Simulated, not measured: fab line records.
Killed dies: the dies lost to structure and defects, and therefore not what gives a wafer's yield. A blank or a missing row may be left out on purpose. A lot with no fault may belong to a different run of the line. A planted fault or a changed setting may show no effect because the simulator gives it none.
What tool caused it? ; flow nandHarc ; 18 wafers from 6 lots sampled at 5 of the route's 1302 steps

WHAT THE GAUGES SHOWED, per wafer
NHARC_END_SORT_01.
lot;measured;on;killedAtArray
L758;day 30 18:44;prober-02;166 45 51

EACH LOT AND THE TOOL THAT RAN IT (in order: tool; ch and the chambers of the sampled wafers; start)
lot;NHARC_A_CONTACT_DEP_24;NHARC_A_CONTACT_DEP_29;NHARC_A_CONTACT_ETCH_50;NHARC_A_CONTACT_ETCH_118
L746;pecvd-04 ch 0,2, day 21 06:16;pecvd-03 ch 0,2, day 21 18:44;rieDiel-03 ch 2,3, day 21 20:02;harCapEtch-02 ch 1, day 21 22:35
L751;pecvd-03 ch 0,2, day 23 15:14;pecvd-01 ch 0,1, day 23 21:04;rieDiel-04 ch 0,2, day 23 22:29;harCapEtch-03 ch 0,1, day 24 01:13
L750;pecvd-04 ch 0,1, day 23 20:56;pecvd-01 ch 0,2, day 24 05:22;rieDiel-04 ch 0,1,2, day 24 06:44;harCapEtch-03 ch 0,1, day 24 09:33
L757;pecvd-03 ch 0,2, day 25 20:29;pecvd-01 ch 1,2, day 26 02:42;rieDiel-05 ch 0,1,3, day 26 04:01;harCapEtch-03 ch 0,1, day 26 06:32
L758;pecvd-01 ch 0,1,2, day 27 02:35;pecvd-03 ch 0,1, day 27 07:29;rieDiel-05 ch 0,2,3, day 27 09:01;harCapEtch-02 ch 0,1, day 27 11:46
L767;pecvd-03 ch 1,2, day 30 17:07;pecvd-03 ch 1,2, day 30 22:58;rieDiel-04 ch 1,3, day 31 00:23;harCapEtch-01 ch 0,1, day 31 03:04
- NHARC_A_CONTACT_DEP_24: deposits SiO2, target thk 500 nm.
- NHARC_A_CONTACT_DEP_29: deposits SiON, target thk 100 nm.
- NHARC_A_CONTACT_ETCH_50: etches the open film in CF4/CHF3, target depth 121 nm, time 60.5 s.
- NHARC_A_CONTACT_ETCH_118: etches the open film in C4F8/O2/Ar, time 190 s, target depth 1850 nm.

THE ANSWER, worked out from the rows above alone
Rule: what is usual is taken from the lots themselves. The widest of any qualifying gaps counts: lots, ordered by their means at a reading, are off when they make up no more than a third of the lots, leave a main group of 4 or more, and stand apart from it by 3 or more times the standard deviation of that group's means. A main group whose means are all the same, to the digits that the tables above print for the reading, isn't used. A lot without any number at a reading at which 4 lots or more have one is off too. Any other lot the step has rows for is counted as sound.
Nothing can be told from this: no lot is off at any reading shown.

WHAT THE SIMULATOR HAD INSERTED
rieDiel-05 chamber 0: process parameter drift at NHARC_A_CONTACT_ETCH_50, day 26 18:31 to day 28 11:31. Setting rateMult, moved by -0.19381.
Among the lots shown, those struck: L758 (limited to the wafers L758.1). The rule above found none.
